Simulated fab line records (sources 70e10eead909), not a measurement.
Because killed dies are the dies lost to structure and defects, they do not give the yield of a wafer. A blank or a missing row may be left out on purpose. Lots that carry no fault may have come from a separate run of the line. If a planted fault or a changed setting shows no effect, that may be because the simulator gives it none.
Matching of chambers :: flow nand harc :: NHARC_A_STAIRCASE_STRIP_476 on rie diel-04: 4 sister chambers
The step strips in O2, time 20 s. 7 wafers are shown with their chamber, then 12 later ones without.

== WAFERS PAIRED WITH THEIR CHAMBERS ==
wafer: L074.4
chamber: 0
showerhead plenum p Torr (Torr): 3.74
drypump motor current A (A): 5.81

wafer: L087.3
chamber: 2
showerhead plenum p Torr (Torr): 3.55
drypump motor current A (A): 5.66

wafer: L087.4
chamber: 1
showerhead plenum p Torr (Torr): 3.69
drypump motor current A (A): 5.45

wafer: L087.6
chamber: 3
showerhead plenum p Torr (Torr): 3.56
drypump motor current A (A): 5.63

wafer: L092.1
chamber: 3
showerhead plenum p Torr (Torr): 3.55
drypump motor current A (A): 5.64

wafer: L092.2
chamber: 2
showerhead plenum p Torr (Torr): 3.54
drypump motor current A (A): 5.66

wafer: L092.3
chamber: 1
showerhead plenum p Torr (Torr): 3.67
drypump motor current A (A): 5.47

== WAFERS WITH NO CHAMBER GIVEN ==
wafer: L091.1
showerhead plenum p Torr (Torr): 3.67
drypump motor current A (A): 5.48

wafer: L091.4
showerhead plenum p Torr (Torr): 3.67
drypump motor current A (A): 5.47

wafer: L091.5
showerhead plenum p Torr (Torr): 3.71
drypump motor current A (A): 5.80

wafer: L094.3
showerhead plenum p Torr (Torr): 3.71
drypump motor current A (A): 5.79

wafer: L094.5
showerhead plenum p Torr (Torr): 3.67
drypump motor current A (A): 5.50

wafer: L094.6
showerhead plenum p Torr (Torr): 3.54
drypump motor current A (A): 5.66

wafer: L095.2
showerhead plenum p Torr (Torr): 3.55
drypump motor current A (A): 5.62

wafer: L095.4
showerhead plenum p Torr (Torr): 3.70
drypump motor current A (A): 5.76

wafer: L095.6
showerhead plenum p Torr (Torr): 3.67
drypump motor current A (A): 5.45

wafer: L096.1
showerhead plenum p Torr (Torr): 3.55
drypump motor current A (A): 5.64

wafer: L096.2
showerhead plenum p Torr (Torr): 3.70
drypump motor current A (A): 5.82

wafer: L096.5
showerhead plenum p Torr (Torr): 3.67
drypump motor current A (A): 5.44

== THE CHAMBER EACH PASSED THROUGH ==
wafer: L091.1
from the rows above: 1
in truth: 1

wafer: L091.4
from the rows above: 1
in truth: 1

wafer: L091.5
from the rows above: 0
in truth: 0

wafer: L094.3
from the rows above: 0
in truth: 0

wafer: L094.5
from the rows above: 1
in truth: 1

wafer: L094.6
from the rows above: 2
in truth: 2

wafer: L095.2
from the rows above: 3
in truth: 3

wafer: L095.4
from the rows above: 0
in truth: 0

wafer: L095.6
from the rows above: 1
in truth: 1

wafer: L096.1
from the rows above: can't be placed: 3 or 2
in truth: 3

wafer: L096.2
from the rows above: 0
in truth: 0

wafer: L096.5
from the rows above: 1
in truth: 1
Correctly placed: 11 of 12. Cannot be placed on the basis of these rows: 1; the candidates contain the true chamber in 1. 0 placed wrongly.
How it was worked out, from the rows above alone: a wafer's distance from a chamber is the root of the sum, over the readings, of the square of ((its reading less the chamber's mean) divided by the reading's scatter). The wafer belongs to the nearest chamber; if the next one is less than 2 further off, it can't be placed. A chamber's mean is the mean of its shown wafers. How the scatter is found: for the shown wafers, subtract from each reading the mean of its chamber, square and add these, divide the total by (wafers less chambers), then take the root.
